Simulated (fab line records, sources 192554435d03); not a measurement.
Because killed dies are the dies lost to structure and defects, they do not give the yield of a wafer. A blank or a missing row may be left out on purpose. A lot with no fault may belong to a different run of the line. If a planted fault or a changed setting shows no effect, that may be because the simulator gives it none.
Chamber matching	flow n5 finfet	N5_BEOL_M3_ETCH_77 on rie diel-05: 4 sister chambers
The step etches underlayer in N2/H2, target depth 6.5 nm, time 5.2 s. 4 wafers are shown with their chamber, then 8 later ones without.

WAFERS PAIRED WITH THEIR CHAMBERS
wafer	chamber	throttle valve pct (%)
L087.5	2	17.50
L087.6	3	17.94
L089.5	0	18.13
L091.2	1	17.47

WAFERS WITHOUT THEIR CHAMBER
wafer	throttle valve pct (%)
L091.4	18.14
L091.6	17.50
L093.2	17.98
L093.4	17.51
L093.5	17.99
L094.1	17.54
L094.4	17.94
L094.5	17.55

THE CHAMBER EACH PASSED THROUGH
wafer	from the rows above	in truth
L091.4	0	0
L091.6	can't be placed: 2 or 1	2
L093.2	3	3
L093.4	can't be placed: 2 or 1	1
L093.5	3	3
L094.1	can't be placed: 2 or 1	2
L094.4	3	3
L094.5	can't be placed: 2 or 1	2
Correct placement for 4 of the 8. Unplaceable from these rows: 4, with the true chamber sitting among the candidates in 4. Number placed wrongly: 0.
How it was worked out, from the rows above alone: a wafer's distance from a chamber is the root of the sum, over the readings, of the square of ((its reading less the chamber's mean) divided by the reading's scatter). If the next closest chamber is less than 2 further off than the closest, the wafer can't be placed; otherwise it belongs to the closest. Each chamber's mean is taken over the wafers shown for it. The scatter (one wafer shown for each chamber): square how far every hidden wafer sits from the nearest shown wafer, average those squares and take the square root.
